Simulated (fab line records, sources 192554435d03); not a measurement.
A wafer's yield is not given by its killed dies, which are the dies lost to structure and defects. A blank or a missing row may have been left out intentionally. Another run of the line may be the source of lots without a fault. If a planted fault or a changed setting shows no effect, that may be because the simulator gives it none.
Which tool is to blame?	flow n5-finfet	23 lots with 69 wafers sampled at 6 steps, on a route of 1938 steps

## WHAT THE GAUGES SHOWED, per wafer
The record holds no reading of a measuring or inspecting step that can be judged against a usual standard deviation.

## EACH LOT AND THE TOOL THAT RAN IT (in order: tool; ch and the chambers of the sampled wafers; start)
lot	N5_BEOL_M10_DESCUM_33	N5_BEOL_M10_SPUTTER_48	N5_BEOL_M11_PRE_CLEAN_45	N5_BEOL_M11_SPUTTER_48	N5_BEOL_M12_ILD_DEP_00	N5_BEOL_M12_VIA_ETCH_16
L074	rie-diel-04 ch 0,1,3, day 10 09:24	pvd-sputter-02, day 10 11:37	pvd-sputter-01, day 10 17:34	pvd-sputter-02, day 10 18:08	pecvd-04 ch 1,2, day 10 19:14	rie-diel-02 ch 1,2,3, day 10 19:51
L077	rie-diel-04 ch 0,1,3, day 10 11:42	pvd-sputter-01, day 10 13:56	pvd-sputter-03, day 10 19:30	pvd-sputter-01, day 10 20:13	pecvd-01 ch 0,1,2, day 10 21:16	rie-diel-01 ch 0,2, day 10 21:59
L075	rie-diel-01 ch 0,2,3, day 10 12:01	pvd-sputter-01, day 10 14:01	pvd-sputter-01, day 10 19:40	pvd-sputter-03, day 10 20:14	pecvd-03 ch 0,1,2, day 10 21:31	rie-diel-04 ch 0,1, day 10 22:23
L076	rie-diel-01 ch 1,2,3, day 10 18:40	pvd-sputter-01, day 10 22:19	pvd-sputter-03, day 11 08:23	pvd-sputter-02, day 11 09:44	pecvd-01 ch 1,2, day 11 11:04	rie-diel-02 ch 1,2,3, day 11 11:43
L078	rie-diel-04 ch 0,1,3, day 11 09:41	pvd-sputter-03, day 11 13:08	pvd-sputter-03, day 11 18:32	pvd-sputter-01, day 11 19:35	pecvd-01 ch 0,2, day 11 21:18	rie-diel-01 ch 0,2, day 11 21:55
L080	rie-diel-01 ch 0,1,2, day 11 17:28	pvd-sputter-03, day 11 19:37	pvd-sputter-02, day 12 05:46	pvd-sputter-01, day 12 06:23	pecvd-01 ch 0,2, day 12 07:24	rie-diel-04 ch 2,3, day 12 08:08
L081	rie-diel-01 ch 0,1, day 12 01:23	pvd-sputter-01, day 12 04:03	pvd-sputter-02, day 12 12:06	pvd-sputter-02, day 12 12:58	pecvd-03 ch 0,2, day 12 13:58	rie-diel-04 ch 0,1,2, day 12 14:34
L082	rie-diel-04 ch 1,2,3, day 12 18:22	pvd-sputter-03, day 12 20:11	pvd-sputter-03, day 13 02:52	pvd-sputter-03, day 13 03:53	pecvd-03 ch 0,1,2, day 13 05:08	rie-diel-04 ch 0,2, day 13 05:45
L083	rie-diel-04 ch 1,3, day 12 22:35	pvd-sputter-03, day 13 01:41	pvd-sputter-02, day 13 06:41	pvd-sputter-02, day 13 07:27	pecvd-04 ch 0,2, day 13 08:28	rie-diel-01 ch 2,3, day 13 09:05
L084	rie-diel-02 ch 0,2,3, day 12 23:22	pvd-sputter-03, day 13 01:53	pvd-sputter-02, day 13 07:34	pvd-sputter-02, day 13 08:25	pecvd-03 ch 0,1,2, day 13 09:25	rie-diel-02 ch 2,3, day 13 10:03
L085	rie-diel-02 ch 0,1,2, day 13 08:47	pvd-sputter-02, day 13 12:17	pvd-sputter-02, day 13 21:11	pvd-sputter-03, day 13 21:44	pecvd-01 ch 0,1, day 13 22:45	rie-diel-02 ch 0,1,2, day 13 23:25
L086	rie-diel-01 ch 0,1, day 13 14:40	pvd-sputter-03, day 13 16:28	pvd-sputter-01, day 14 00:43	pvd-sputter-01, day 14 01:31	pecvd-04 ch 0,1, day 14 02:31	rie-diel-04 ch 1,2,3, day 14 03:13
L089	rie-diel-02 ch 0,2,3, day 13 21:10	pvd-sputter-02, day 13 23:20	pvd-sputter-03, day 14 06:29	pvd-sputter-01, day 14 07:07	pecvd-03 ch 1,2, day 14 08:15	rie-diel-01 ch 2,3, day 14 08:52
L088	rie-diel-01 ch 0,1, day 13 23:52	pvd-sputter-01, day 14 01:53	pvd-sputter-01, day 14 10:02	pvd-sputter-01, day 14 10:48	pecvd-01 ch 0,1,2, day 14 11:59	rie-diel-04 ch 0,1,3, day 14 12:35
L087	rie-diel-01 ch 0,2,3, day 14 00:20	pvd-sputter-01, day 14 02:54	pvd-sputter-01, day 14 11:44	pvd-sputter-02, day 14 13:46	pecvd-04 ch 0,1,2, day 14 15:05	rie-diel-04 ch 1,2,3, day 14 15:42
L090	rie-diel-01 ch 0,1,3, day 14 16:16	pvd-sputter-03, day 14 18:49	pvd-sputter-02, day 15 02:44	pvd-sputter-03, day 15 03:26	pecvd-04 ch 0,2, day 15 04:47	rie-diel-01 ch 0,1, day 15 06:07
L092	rie-diel-04 ch 0,2, day 14 21:28	pvd-sputter-02, day 15 02:00	pvd-sputter-03, day 15 10:52	pvd-sputter-03, day 15 11:27	pecvd-01 ch 1,2, day 15 12:51	rie-diel-01 ch 0,2,3, day 15 13:28
L093	rie-diel-02 ch 0,3, day 14 21:37	pvd-sputter-02, day 15 02:11	pvd-sputter-02, day 15 09:55	pvd-sputter-03, day 15 10:55	pecvd-04 ch 1,2, day 15 12:11	rie-diel-01 ch 1,2,3, day 15 12:48
L094	rie-diel-04 ch 0,1, day 15 08:31	pvd-sputter-03, day 15 11:11	pvd-sputter-02, day 15 18:58	pvd-sputter-03, day 15 19:37	pecvd-04 ch 0,2, day 15 20:37	rie-diel-04 ch 0,1,2, day 15 21:14
L095	rie-diel-02 ch 0,2, day 15 18:10	pvd-sputter-03, day 15 20:15	pvd-sputter-02, day 16 04:12	pvd-sputter-02, day 16 04:47	pecvd-01 ch 1,2, day 16 05:47	rie-diel-02 ch 1,2,3, day 16 06:24
L096	rie-diel-04 ch 0,1, day 15 23:22	pvd-sputter-02, day 16 01:21	pvd-sputter-03, day 16 08:10	pvd-sputter-02, day 16 08:47	pecvd-01 ch 0,1,2, day 16 09:47	rie-diel-04 ch 0,2, day 16 10:24
L097	rie-diel-02 ch 1,2, day 15 23:26	pvd-sputter-02, day 16 01:11	pvd-sputter-02, day 16 07:52	pvd-sputter-02, day 16 08:25	pecvd-04 ch 1,2, day 16 09:29	rie-diel-04 ch 2,3, day 16 10:05
L091	rie-diel-01 ch 0,1,2, day 16 15:21	pvd-sputter-03, day 16 17:07	pvd-sputter-03, day 17 02:30	pvd-sputter-03, day 17 03:07	pecvd-03 ch 1,2, day 17 04:15	rie-diel-01 ch 0,3, day 17 04:52
- N5_BEOL_M10_DESCUM_33: chemistry O2, time 7.9 s.
- N5_BEOL_M10_SPUTTER_48: material Cu, target thk 12 nm, time 2 s.
- N5_BEOL_M11_PRE_CLEAN_45: time 30 s.
- N5_BEOL_M11_SPUTTER_48: material Cu, target thk 12 nm, time 2 s.
- N5_BEOL_M12_ILD_DEP_00: deposits SiOC from DEMS/O2, target thk 658.92 nm, time 130.7 s.
- N5_BEOL_M12_VIA_ETCH_16: etches SiOC in C4F8/O2/Ar, target depth 724.8 nm.

## WHAT THE TOOLS THEMSELVES READ (means of the sampled wafers that have a number; where no wafer has one, the mark that the record gives instead)
N5_BEOL_M10_DESCUM_33.
lot	tool	drypump-motor-current-A (A)	oes-product-au (a.u.)	rf-vpp-V (V)	showerhead-plenum-p-Torr (Torr)	throttle-valve-pct (%)
L074	rie-diel-04	5.5	0.82	243.2	2.10	20.51
L077	rie-diel-04	5.5	0.82	242.1	2.10	20.51
L075	rie-diel-01	6.1	0.72	242.9	2.05	20.54
L076	rie-diel-01	6.2	0.75	243.8	2.10	20.71
L078	rie-diel-04	5.5	0.80	244.1	2.10	20.52
L080	rie-diel-01	5.9	0.76	242.1	2.04	20.55
L081	rie-diel-01	6.1	0.78	242.8	2.07	20.58
L082	rie-diel-04	5.7	0.82	243.5	2.10	20.43
L083	rie-diel-04	5.5	0.82	243.5	2.11	20.59
L084	rie-diel-02	6.0	0.74	243.0	2.13	20.56
L085	rie-diel-02	6.2	0.76	242.5	2.13	20.65
L086	rie-diel-01	6.1	0.77	243.7	2.07	20.59
L089	rie-diel-02	6.0	0.74	242.8	2.12	20.58
L088	rie-diel-01	6.0	0.74	242.0	2.02	20.43
L087	rie-diel-01	6.0	0.80	242.9	2.04	20.45
L090	rie-diel-01	6.3	0.82	242.8	2.08	20.50
L092	rie-diel-04	5.5	0.88	243.3	2.06	20.02
L093	rie-diel-02	5.9	0.77	243.1	2.10	20.42
L094	rie-diel-04	5.4	0.88	242.0	2.05	20.19
L095	rie-diel-02	6.3	0.77	243.5	2.13	20.61
L096	rie-diel-04	5.4	0.85	242.1	2.05	20.20
L097	rie-diel-02	6.1	0.71	244.1	2.10	20.77
L091	rie-diel-01	5.9	0.72	242.3	2.02	20.59

N5_BEOL_M10_SPUTTER_48.
lot	tool	chamber-pressure-pa (Pa)	susceptor-temp-C (C)	throttle-valve-pct (%)
L074	pvd-sputter-02	0.13019	-20.07	29.3
L077	pvd-sputter-01	0.13020	-19.99	29.6
L075	pvd-sputter-01	0.12981	-20.01	30.9
L076	pvd-sputter-01	0.13018	-19.95	30.6
L078	pvd-sputter-03	0.13013	-20.02	29.5
L080	pvd-sputter-03	0.12995	-20.07	30.3
L081	pvd-sputter-01	0.12997	-19.87	30.4
L082	pvd-sputter-03	0.13011	-20.09	30.3
L083	pvd-sputter-03	0.13014	-19.95	28.9
L084	pvd-sputter-03	0.12994	-20.01	30.1
L085	pvd-sputter-02	0.12984	-19.99	29.3
L086	pvd-sputter-03	0.12986	-20.04	30.0
L089	pvd-sputter-02	0.12985	-19.92	30.0
L088	pvd-sputter-01	0.13015	-20.03	30.1
L087	pvd-sputter-01	0.13000	-20.08	30.4
L090	pvd-sputter-03	0.13004	-20.17	29.7
L092	pvd-sputter-02	0.12993	-20.03	29.1
L093	pvd-sputter-02	0.13007	-19.97	29.1
L094	pvd-sputter-03	0.12995	-20.05	30.0
L095	pvd-sputter-03	0.13010	-19.88	29.7
L096	pvd-sputter-02	0.13003	-19.99	29.1
L097	pvd-sputter-02	0.13004	-19.98	29.1
L091	pvd-sputter-03	0.12999	-20.08	29.5

N5_BEOL_M11_PRE_CLEAN_45.
lot	tool	heater-power-w (W)	susceptor-temp-C (C)
L074	pvd-sputter-01	334	249.98
L077	pvd-sputter-03	289	250.10
L075	pvd-sputter-01	308	249.90
L076	pvd-sputter-03	310	250.08
L078	pvd-sputter-03	318	249.77
L080	pvd-sputter-02	340	250.09
L081	pvd-sputter-02	341	249.85
L082	pvd-sputter-03	283	250.03
L083	pvd-sputter-02	306	249.83
L084	pvd-sputter-02	337	250.08
L085	pvd-sputter-02	344	249.99
L086	pvd-sputter-01	354	249.97
L089	pvd-sputter-03	308	249.95
L088	pvd-sputter-01	334	250.00
L087	pvd-sputter-01	333	249.92
L090	pvd-sputter-02	347	250.07
L092	pvd-sputter-03	324	249.89
L093	pvd-sputter-02	343	250.05
L094	pvd-sputter-02	309	250.06
L095	pvd-sputter-02	338	250.21
L096	pvd-sputter-03	319	250.01
L097	pvd-sputter-02	311	250.01
L091	pvd-sputter-03	325	249.96

N5_BEOL_M11_SPUTTER_48.
lot	tool	chamber-pressure-pa (Pa)	susceptor-temp-C (C)	throttle-valve-pct (%)
L074	pvd-sputter-02	0.13007	-19.85	29.6
L077	pvd-sputter-01	0.12998	-20.12	29.7
L075	pvd-sputter-03	0.13002	-20.09	30.5
L076	pvd-sputter-02	0.12999	-19.98	29.2
L078	pvd-sputter-01	0.13004	-19.95	30.7
L080	pvd-sputter-01	0.13012	-20.06	30.5
L081	pvd-sputter-02	0.13003	-20.02	29.1
L082	pvd-sputter-03	0.13009	-20.00	29.7
L083	pvd-sputter-02	0.13017	-19.96	29.4
L084	pvd-sputter-02	0.13016	-19.99	29.7
L085	pvd-sputter-03	0.12992	-19.94	30.5
L086	pvd-sputter-01	0.12996	-20.00	29.8
L089	pvd-sputter-01	0.13025	-20.00	31.0
L088	pvd-sputter-01	0.12976	-19.85	29.7
L087	pvd-sputter-02	0.12980	-19.98	29.7
L090	pvd-sputter-03	0.12970	-20.17	29.0
L092	pvd-sputter-03	0.13000	-20.01	29.6
L093	pvd-sputter-03	0.13019	-20.04	30.4
L094	pvd-sputter-03	0.13002	-19.91	30.1
L095	pvd-sputter-02	0.13032	-19.99	29.6
L096	pvd-sputter-02	0.12995	-20.01	29.4
L097	pvd-sputter-02	0.12974	-19.97	29.2
L091	pvd-sputter-03	0.12986	-19.96	29.4

N5_BEOL_M12_ILD_DEP_00.
lot	tool	heater-power-w (W)	showerhead-plenum-p-Torr (Torr)	susceptor-temp-C (C)	throttle-valve-pct (%)
L074	pecvd-04	470	5.693	349.82	11.2
L077	pecvd-01	505	5.692	350.06	11.7
L075	pecvd-03	577	5.688	350.03	11.7
L076	pecvd-01	526	5.694	350.10	11.2
L078	pecvd-01	500	5.702	349.96	11.2
L080	pecvd-01	527	5.701	350.08	11.2
L081	pecvd-03	582	5.694	350.30	11.0
L082	pecvd-03	596	5.687	350.17	11.8
L083	pecvd-04	479	5.687	349.73	11.5
L084	pecvd-03	517	5.694	349.97	11.9
L085	pecvd-01	517	5.676	349.91	12.0
L086	pecvd-04	532	5.698	349.97	11.7
L089	pecvd-03	557	5.686	350.31	11.2
L088	pecvd-01	569	5.696	350.06	11.5
L087	pecvd-04	523	5.692	350.00	11.7
L090	pecvd-04	483	5.679	349.89	11.9
L092	pecvd-01	514	5.697	349.93	11.6
L093	pecvd-04	489	5.698	349.96	11.4
L094	pecvd-04	485	5.688	350.17	11.7
L095	pecvd-01	588	5.697	349.97	11.2
L096	pecvd-01	523	5.691	350.15	11.7
L097	pecvd-04	480	5.700	349.92	11.3
L091	pecvd-03	577	5.692	349.98	11.4

N5_BEOL_M12_VIA_ETCH_16.
lot	tool	drypump-motor-current-A (A)	oes-product-au (a.u.)	rf-vpp-V (V)	showerhead-plenum-p-Torr (Torr)	throttle-valve-pct (%)
L074	rie-diel-02	5.9	0.66	665.8	3.47	24.47
L077	rie-diel-01	5.8	0.66	661.7	3.26	24.09
L075	rie-diel-04	5.4	0.65	664.5	3.41	24.33
L076	rie-diel-02	5.9	0.66	665.2	3.46	24.47
L078	rie-diel-01	5.7	0.67	662.0	3.26	24.16
L080	rie-diel-04	5.8	0.74	665.9	3.45	24.12
L081	rie-diel-04	5.6	0.66	664.7	3.42	24.25
L082	rie-diel-04	5.5	0.63	663.9	3.39	24.18
L083	rie-diel-01	6.4	0.82	665.6	3.42	24.25
L084	rie-diel-02	6.1	0.63	666.6	3.50	24.60
L085	rie-diel-02	6.2	0.68	666.9	3.48	24.54
L086	rie-diel-04	5.7	0.72	665.8	3.45	24.30
L089	rie-diel-01	6.3	0.79	666.3	3.42	24.27
L088	rie-diel-04	5.5	0.78	666.1	3.43	24.28
L087	rie-diel-04	5.7	0.71	665.7	3.44	24.32
L090	rie-diel-01	6.0	0.66	662.5	3.30	24.19
L092	rie-diel-01	6.1	0.71	663.1	3.33	24.20
L093	rie-diel-01	6.2	0.74	664.1	3.39	24.31
L094	rie-diel-04	5.6	0.72	664.5	3.40	24.16
L095	rie-diel-02	5.9	0.72	665.9	3.44	24.43
L096	rie-diel-04	5.5	0.77	664.1	3.38	23.94
L097	rie-diel-04	5.9	0.70	665.6	3.43	24.16
L091	rie-diel-01	6.4	0.75	664.5	3.40	24.24

## THE ANSWER, worked out from the rows above alone
Rule: what is usual is taken from the lots themselves. The widest of any qualifying gaps counts: lots, ordered by their means at a reading, are off when they make up no more than a third of the lots, leave a main group of 4 or more, and stand apart from it by 3 or more times the standard deviation of that group's means. A main group whose means are all the same, to the digits that the tables above print for the reading, isn't used. Also off: a lot with no number at a reading for which 4 or more lots have one. Any other lot the step has rows for is counted as sound. The gauges are gone through in route order, then the tools' own readings, and for those a lot's mean is taken as printed above. At the first step where some lot is off, the reading lying furthest off is the one used; lots without a number count as furthest.
Nothing can be told from this: no lot is off at any reading shown.

## WHAT THE SIMULATOR HAD PUT IN
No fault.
